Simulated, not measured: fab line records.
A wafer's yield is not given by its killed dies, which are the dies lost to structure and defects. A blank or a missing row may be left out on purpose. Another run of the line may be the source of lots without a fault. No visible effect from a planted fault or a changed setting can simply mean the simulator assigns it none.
Which tool did it? -- flow n5 finfet -- 72 wafers from 24 lots sampled at 4 of the route's 1938 steps

== WHAT THE GAUGES READ, wafer by wafer ==
N5_BEOL_M0_SAQP_CD_MEAS_14: target cd 42.5 nm. Usual: cd nm 42.47 nm, standard deviation 0.29.
lot,measured,on,cd nm (nm),flag
L074,day 5 09:50,cd sem-01,42.84 42.79 42.93,
L075,day 5 17:01,cd sem-02,42.88 42.73 42.71,
L076,day 5 22:05,cd sem-03,42.52 42.29 42.41,
L077,day 6 02:13,cd sem-03,41.66 41.67 42.27,
L078,day 6 09:49,cd sem-02,42.52 42.55 42.40,
L079,day 6 12:43,cd sem-02,42.27 42.29 42.52,
L080,day 6 22:46,cd sem-02,41.81 42.06 42.26,
L081,day 7 08:41,cd sem-01,42.48 42.74 42.51,
L082,day 7 09:46,cd sem-01,42.55 42.33 42.39,
L083,day 7 13:16,cd sem-03,42.41 42.52 42.27,
L084,day 8 01:10,cd sem-02,42.51 41.96 42.49,
L085,day 8 07:18,cd sem-03,42.95 42.52 42.64,
L086,day 8 10:26,cd sem-03,42.45 42.52 42.59,
L087,day 8 18:41,cd sem-03,42.53 42.43 42.49,
L088,day 9 03:04,cd sem-03,42.59 42.54 42.34,
L089,day 9 05:50,cd sem-01,42.58 42.44 43.10,
L090,day 9 15:58,cd sem-01,42.39 42.39 42.52,
L092,day 9 23:29,cd sem-01,42.16 42.23 42.60,
L091,day 10 04:05,cd sem-03,42.35 42.48 42.59,
L093,day 10 08:23,cd sem-03,42.74 42.69 43.08,
L094,day 10 10:39,cd sem-02,42.28 42.35 42.22,
L095,day 10 14:04,cd sem-02,42.23 42.30 42.26,
L096,day 10 20:52,cd sem-03,42.64 42.56 42.18,
L097,day 11 10:36,cd sem-02,43.04 42.90 42.83,

== TOOL THAT RAN EACH LOT (tool first, then ch and the chambers of the sampled wafers, then the start) ==
lot,N5_MOL_CONTACT_COAG_PRE_CLEAN_141,N5_MOL_CONTACT_COAG_ETCH_47,N5_MOL_CONTACT_COAG_ALD_133
L074,"pvd sputter-03, day 4 16:37","rie diel-04 ch 0,2,3, day 5 02:08","ald sin-03 ch 0,1,2, day 5 02:56"
L075,"pvd sputter-01, day 5 00:59","rie diel-03 ch 0,1, day 5 09:20","ald sin-03 ch 0,3, day 5 10:16"
L076,"pvd sputter-01, day 5 05:07","rie diel-01 ch 1,2,3, day 5 13:10","ald sin-02 ch 1,2,3, day 5 14:19"
L077,"pvd sputter-01, day 5 09:46","rie diel-01 ch 0,1, day 5 17:57","ald sin-03 ch 1,2,3, day 5 18:45"
L078,"pvd sputter-01, day 5 18:29","rie diel-01 ch 0,1,2, day 6 02:10","ald sin-01 ch 1,2,3, day 6 03:20"
L079,"pvd sputter-03, day 5 22:17","rie diel-04 ch 0,2,3, day 6 06:07","ald sin-01 ch 0,1,2, day 6 06:56"
L080,"pvd sputter-01, day 6 09:27","rie diel-04 ch 1,2, day 6 16:23","ald sin-02 ch 0,1,2, day 6 17:11"
L081,"pvd sputter-03, day 6 15:11","rie diel-01 ch 0,1,3, day 6 23:32","ald sin-01 ch 0,1,2, day 7 00:31"
L082,"pvd sputter-02, day 6 15:55","rie diel-04 ch 0,1,3, day 7 00:13","ald sin-01 ch 1,2,3, day 7 01:01"
L083,"pvd sputter-03, day 6 23:04","rie diel-03 ch 0,2,3, day 7 06:28","ald sin-02 ch 2,3, day 7 07:16"
L084,"pvd sputter-03, day 7 08:17","rie diel-04 ch 0,2,3, day 7 17:31","ald sin-03 ch 0,2, day 7 18:26"
L085,"pvd sputter-01, day 7 16:12","rie diel-03 ch 1,3, day 8 00:14","ald sin-03 ch 1,3, day 8 01:10"
L086,"pvd sputter-02, day 7 16:56","rie diel-01 ch 1,2, day 8 00:38","ald sin-02 ch 0,1, day 8 01:52"
L087,"pvd sputter-03, day 8 00:45","rie diel-04 ch 0,2,3, day 8 10:32","ald sin-03 ch 0,1,2, day 8 11:35"
L088,"pvd sputter-03, day 8 09:18","rie diel-01 ch 0,3, day 8 19:34","ald sin-01 ch 0,1,2, day 8 20:53"
L089,"pvd sputter-01, day 8 14:57","rie diel-01 ch 0,1,2, day 8 23:08","ald sin-02 ch 0,2,3, day 9 00:04"
L090,"pvd sputter-01, day 8 21:32","rie diel-01 ch 0,1,3, day 9 05:35","ald sin-01 ch 0,2,3, day 9 06:32"
L092,"pvd sputter-03, day 9 07:52","rie diel-03 ch 0,1,3, day 9 14:38","ald sin-01 ch 0,1,3, day 9 15:27"
L091,"pvd sputter-03, day 9 08:53","rie diel-04 ch 0,2,3, day 9 20:23","ald sin-02 ch 0,2, day 9 21:19"
L093,"pvd sputter-01, day 9 15:23","rie diel-04 ch 0,3, day 9 23:01","ald sin-01 ch 1,2,3, day 9 23:49"
L094,"pvd sputter-03, day 9 18:03","rie diel-03 ch 0,1,3, day 10 03:08","ald sin-03 ch 1,2, day 10 03:56"
L095,"pvd sputter-01, day 9 23:53","rie diel-01 ch 0,1,2, day 10 06:56","ald sin-02 ch 0,2,3, day 10 07:56"
L096,"pvd sputter-02, day 10 05:28","rie diel-03 ch 0,1,3, day 10 13:42","ald sin-01 ch 0,1, day 10 14:43"
L097,"pvd sputter-02, day 10 14:44","rie diel-01 ch 0,1,3, day 11 01:56","ald sin-03 ch 0,3, day 11 03:55"
- N5_MOL_CONTACT_COAG_PRE_CLEAN_141: time 60 s.
- N5_MOL_CONTACT_COAG_ETCH_47: etches SiNx in CH3F/O2, stops on W, target depth 27 nm.
- N5_MOL_CONTACT_COAG_ALD_133: deposits SiO2, target thk 5 nm, pulse time 1 s, co reactant pulse time 1 s.

== AS READ BY THE TOOLS THEMSELVES (means over the sampled wafers that have a number; for cases with no such wafer, the mark the record gives instead) ==
N5_MOL_CONTACT_COAG_PRE_CLEAN_141. Usual: heater power w 461 W, standard deviation 58; susceptor temp C 299.99 C, standard deviation 0.21.
lot,tool,heater power w (W),susceptor temp C (C),flag
L074,pvd sputter-03,478,300.07,
L075,pvd sputter-01,462,299.72,
L076,pvd sputter-01,424,299.97,
L077,pvd sputter-01,421,300.02,
L078,pvd sputter-01,470,299.87,
L079,pvd sputter-03,474,299.91,
L080,pvd sputter-01,486,300.01,
L081,pvd sputter-03,485,300.21,
L082,pvd sputter-02,478,299.79,
L083,pvd sputter-03,474,299.89,
L084,pvd sputter-03,480,300.14,
L085,pvd sputter-01,468,300.02,
L086,pvd sputter-02,425,299.99,
L087,pvd sputter-03,478,299.92,
L088,pvd sputter-03,485,300.14,
L089,pvd sputter-01,427,299.76,
L090,pvd sputter-01,465,299.98,
L092,pvd sputter-03,471,299.94,
L091,pvd sputter-03,489,300.10,
L093,pvd sputter-01,521,300.31,
L094,pvd sputter-03,491,300.26,
L095,pvd sputter-01,421,299.91,
L096,pvd sputter-02,439,299.93,
L097,pvd sputter-02,475,299.96,

N5_MOL_CONTACT_COAG_ETCH_47. Usual: drypump motor current A 5.8 A, standard deviation 0.33; etch rf on time s 31.1 s, standard deviation 0.48; oes product au 0.71 a.u., standard deviation 0.068; rf vpp V 298 V, standard deviation 3.1; showerhead plenum p Torr 2.00 Torr, standard deviation 0.074; throttle valve pct 16.34 %, standard deviation 0.26.
lot,tool,drypump motor current A (A),etch rf on time s (s),oes product au (a.u.),rf vpp V (V),showerhead plenum p Torr (Torr),throttle valve pct (%),flag
L074,rie diel-04,5.6,31.1,0.76,298,2.06,16.33,
L075,rie diel-03,5.5,31.4,0.61,299,1.97,16.49,
L076,rie diel-01,6.0,31.1,0.67,297,1.97,16.36,
L077,rie diel-01,6.0,31.1,0.72,299,1.95,16.09,
L078,rie diel-01,6.0,31.3,0.67,298,1.96,16.21,
L079,rie diel-04,5.6,31.2,0.75,298,2.06,16.36,
L080,rie diel-04,5.8,31.3,0.72,300,2.10,16.59,
L081,rie diel-01,5.9,31.0,0.69,297,1.94,16.27,
L082,rie diel-04,5.8,30.8,0.78,300,2.07,16.21,
L083,rie diel-03,5.5,31.5,0.66,297,1.99,16.60,
L084,rie diel-04,5.6,31.1,0.74,298,2.05,16.38,
L085,rie diel-03,6.2,30.7,0.80,294,1.95,16.11,
L086,rie diel-01,6.1,31.4,0.63,297,1.98,16.34,
L087,rie diel-04,5.6,30.7,0.73,298,2.05,16.40,
L088,rie diel-01,5.9,31.1,0.72,299,1.93,16.15,
L089,rie diel-01,6.1,31.5,0.66,298,1.96,16.25,
L090,rie diel-01,5.9,31.5,0.67,298,1.94,16.31,
L092,rie diel-03,5.8,30.7,0.77,297,1.94,16.20,
L091,rie diel-04,5.6,31.2,0.71,298,2.05,16.42,
L093,rie diel-04,5.5,30.9,0.74,296,2.00,16.17,
L094,rie diel-03,5.8,30.7,0.77,296,1.94,16.22,
L095,rie diel-01,6.1,31.5,0.65,298,1.95,16.27,
L096,rie diel-03,5.7,30.7,0.76,297,1.94,16.24,
L097,rie diel-01,5.9,31.3,0.66,298,1.93,16.34,

N5_MOL_CONTACT_COAG_ALD_133. Usual: heater power w 81 W, standard deviation 9.8; precursor pulse height rel 0.996, standard deviation 0.021; susceptor temp C 100.01 C, standard deviation 0.14.
lot,tool,heater power w (W),precursor pulse height rel,susceptor temp C (C),flag
L074,ald sin-03,78,1.003,99.93,
L075,ald sin-03,81,0.985,99.99,
L076,ald sin-02,75,0.996,100.01,
L077,ald sin-03,77,0.983,100.11,
L078,ald sin-01,92,0.985,99.87,
L079,ald sin-01,87,0.991,99.99,
L080,ald sin-02,72,0.994,99.98,
L081,ald sin-01,85,0.981,100.23,
L082,ald sin-01,90,0.982,99.97,
L083,ald sin-02,83,1.001,99.96,
L084,ald sin-03,84,0.988,99.91,
L085,ald sin-03,74,0.991,100.06,
L086,ald sin-02,72,1.019,99.95,
L087,ald sin-03,79,0.994,99.99,
L088,ald sin-01,86,1.002,99.87,
L089,ald sin-02,78,0.987,100.00,
L090,ald sin-01,83,0.994,100.00,
L092,ald sin-01,82,0.992,100.04,
L091,ald sin-02,73,1.001,100.04,
L093,ald sin-01,91,0.985,100.06,
L094,ald sin-03,81,1.012,100.05,
L095,ald sin-02,79,0.996,100.05,
L096,ald sin-01,77,1.009,99.94,
L097,ald sin-03,82,0.992,100.07,

== THE ANSWER, worked out from the rows above alone ==
Rule: lot off if the mean of its wafers having a number is beyond 3 standard deviations from the usual mean. Also off: a lot with no number at a reading for which 4 or more lots have one. All remaining lots with rows at the step are treated as sound. After the gauges, taken in route order, come the tools' own readings; for these a lot's mean is taken, as printed above. The first step at which some lot is off is used, and at that step the reading that is off furthest; a lot without a number counts as furthest.
Across all readings shown, no lot is off: no conclusion can be drawn from this.

== WHAT WAS PUT IN BY THE SIMULATOR ==
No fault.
